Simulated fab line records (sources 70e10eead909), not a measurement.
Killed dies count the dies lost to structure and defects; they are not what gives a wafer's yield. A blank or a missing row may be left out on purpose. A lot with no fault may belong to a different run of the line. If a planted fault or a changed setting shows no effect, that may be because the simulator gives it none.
Matching of chambers ; flow nand_harc ; NHARC_P_M1_DEP_33 on pecvd-02: 3 sister chambers
The step deposits SiCN, target thk 30 nm. 3 wafers are shown with their chamber, then 10 later ones without.

## WAFERS WITH THEIR CHAMBER
wafer;chamber;heater_power_w (W)
L088.4;2;582
L088.6;0;572
L093.5;1;536

## WAFERS WHOSE CHAMBER IS MISSING
wafer;heater_power_w (W)
L093.6;593
L095.3;569
L095.5;589
L095.6;606
L096.1;558
L096.2;587
L096.4;576
L097.1;542
L097.2;576
L097.4;536

## WHICH CHAMBER EACH ONE RAN IN
wafer;from the rows above;in truth
L093.6;can't be placed: 2 or 0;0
L095.3;can't be placed: 0 or 2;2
L095.5;can't be placed: 2 or 0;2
L095.6;can't be placed: 2 or 0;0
L096.1;can't be placed: 0 or 1 or 2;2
L096.2;can't be placed: 2 or 0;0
L096.4;can't be placed: 0 or 2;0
L097.1;1;1
L097.2;can't be placed: 0 or 2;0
L097.4;1;1
Correctly placed: 2 of 10. Unplaceable from these rows: 8, with the true chamber sitting among the candidates in 8. Placed wrongly: 0.
How it was worked out, from the rows above alone: a wafer's distance from a chamber is the root of the sum, over the readings, of the square of ((its reading less the chamber's mean) divided by the reading's scatter). The wafer belongs to the nearest chamber; if the next one is less than 2 further off, it can't be placed. Each chamber's mean is taken over the wafers shown for it. The scatter: with one shown wafer a chamber, the root of the mean of the squares of how far each hidden wafer lies from its nearest shown one.
